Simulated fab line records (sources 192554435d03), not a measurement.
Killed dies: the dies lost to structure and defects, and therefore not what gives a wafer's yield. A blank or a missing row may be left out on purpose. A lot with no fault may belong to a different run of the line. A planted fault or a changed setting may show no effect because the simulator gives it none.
Matching of chambers / flow n5-finfet / 4 sister chambers for N5_BEOL_M8_ETCH_72 on rie-diel-06
The step etches underlayer in N2/H2, target depth 6.5 nm, time 5.2 s. 4 wafers are shown with their chamber, then 9 later ones without.

EACH WAFER AND ITS CHAMBER
wafer=L080.5; chamber=2; showerhead-plenum-p-Torr (Torr)=2.58
wafer=L078.1; chamber=1; showerhead-plenum-p-Torr (Torr)=2.48
wafer=L083.5; chamber=3; showerhead-plenum-p-Torr (Torr)=2.49
wafer=L083.6; chamber=0; showerhead-plenum-p-Torr (Torr)=2.42

WAFERS MISSING THEIR CHAMBER
wafer=L085.2; showerhead-plenum-p-Torr (Torr)=2.57
wafer=L085.3; showerhead-plenum-p-Torr (Torr)=2.49
wafer=L085.5; showerhead-plenum-p-Torr (Torr)=2.42
wafer=L091.1; showerhead-plenum-p-Torr (Torr)=2.57
wafer=L091.4; showerhead-plenum-p-Torr (Torr)=2.42
wafer=L091.5; showerhead-plenum-p-Torr (Torr)=2.48
wafer=L094.1; showerhead-plenum-p-Torr (Torr)=2.56
wafer=L094.2; showerhead-plenum-p-Torr (Torr)=2.48
wafer=L094.4; showerhead-plenum-p-Torr (Torr)=2.47

EACH ONE'S CHAMBER
wafer=L085.2; from the rows above=2; in truth=2
wafer=L085.3; from the rows above=can't be placed: 3 or 1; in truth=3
wafer=L085.5; from the rows above=0; in truth=0
wafer=L091.1; from the rows above=2; in truth=2
wafer=L091.4; from the rows above=0; in truth=0
wafer=L091.5; from the rows above=can't be placed: 1 or 3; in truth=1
wafer=L094.1; from the rows above=2; in truth=2
wafer=L094.2; from the rows above=can't be placed: 1 or 3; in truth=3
wafer=L094.4; from the rows above=can't be placed: 1 or 3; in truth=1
Correctly placed: 5 of 9. Not placeable from these rows: 4 (in 4, the candidates include the true chamber). Wrongly placed: 0.
How it was worked out, from the rows above alone: a wafer's distance from a chamber is the root of the sum, over the readings, of the square of ((its reading less the chamber's mean) divided by the reading's scatter). If the next closest chamber is less than 2 further off than the closest, the wafer can't be placed; otherwise it belongs to the closest. Each chamber's mean is taken over the wafers shown for it. The scatter: root of mean squared gap, hidden wafer to nearest shown wafer, with one shown wafer a chamber.
